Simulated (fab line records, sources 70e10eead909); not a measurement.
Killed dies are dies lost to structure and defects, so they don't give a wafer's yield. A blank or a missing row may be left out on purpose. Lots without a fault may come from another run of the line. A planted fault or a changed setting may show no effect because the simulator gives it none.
Chamber matching | flow nand_harc | NHARC_THIN_TSV_DEP_47 on pecvd-03: 3 sister chambers
The step deposits SiO2, target thk 200 nm. 14 wafers are shown with their chamber, then 7 later ones without.

WAFERS WITH THEIR CHAMBER
wafer  | chamber | throttle_valve_pct (%)
L074.1 | 2       | 15.7
L074.2 | 0       | 16.5
L074.5 | 1       | 16.1
L076.1 | 0       | 16.2
L076.4 | 0       | 16.1
L076.6 | 2       | 16.1
L083.1 | 0       | 15.9
L083.2 | 1       | 15.6
L083.3 | 2       | 15.5
L092.2 | 2       | 15.3
L092.5 | 2       | 15.4
L092.6 | 1       | 16.0
L095.1 | 0       | 15.9
L095.2 | 2       | 15.5

SIGNATURES (means of the wafers above)
reading            | chamber 0 | chamber 1 | chamber 2 | scatter within a chamber
throttle_valve_pct | 16.120    | 15.900    | 15.583    | 0.269
Rule: a wafer's distance from a chamber is the root of the sum, over the readings, of the square of ((its reading less the chamber's mean) divided by the reading's scatter). The wafer belongs to the nearest chamber; if the next one is less than 2 further off, it can't be placed. The scatter: the root of (the sum of the squares of (reading less its chamber's mean) over the shown wafers, divided by (wafers less chambers)).

WAFERS WITHOUT THEIR CHAMBER
wafer  | throttle_valve_pct (%)
L095.4 | 15.3
L097.1 | 15.7
L097.4 | 15.9
L097.5 | 15.9
L094.3 | 15.7
L094.4 | 16.0
L094.6 | 15.6

WHICH CHAMBER EACH WENT THROUGH
wafer  | from the rows above          | in truth
L095.4 | can't be placed: 2 or 1 or 0 | 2
L097.1 | can't be placed: 2 or 1 or 0 | 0
L097.4 | can't be placed: 1 or 0 or 2 | 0
L097.5 | can't be placed: 1 or 0 or 2 | 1
L094.3 | can't be placed: 2 or 1 or 0 | 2
L094.4 | can't be placed: 1 or 0 or 2 | 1
L094.6 | can't be placed: 2 or 1 or 0 | 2
Placed correctly: 0 of 7. Can't be placed from these rows: 7 (the true chamber is among the candidates in 7). Placed wrongly: 0.
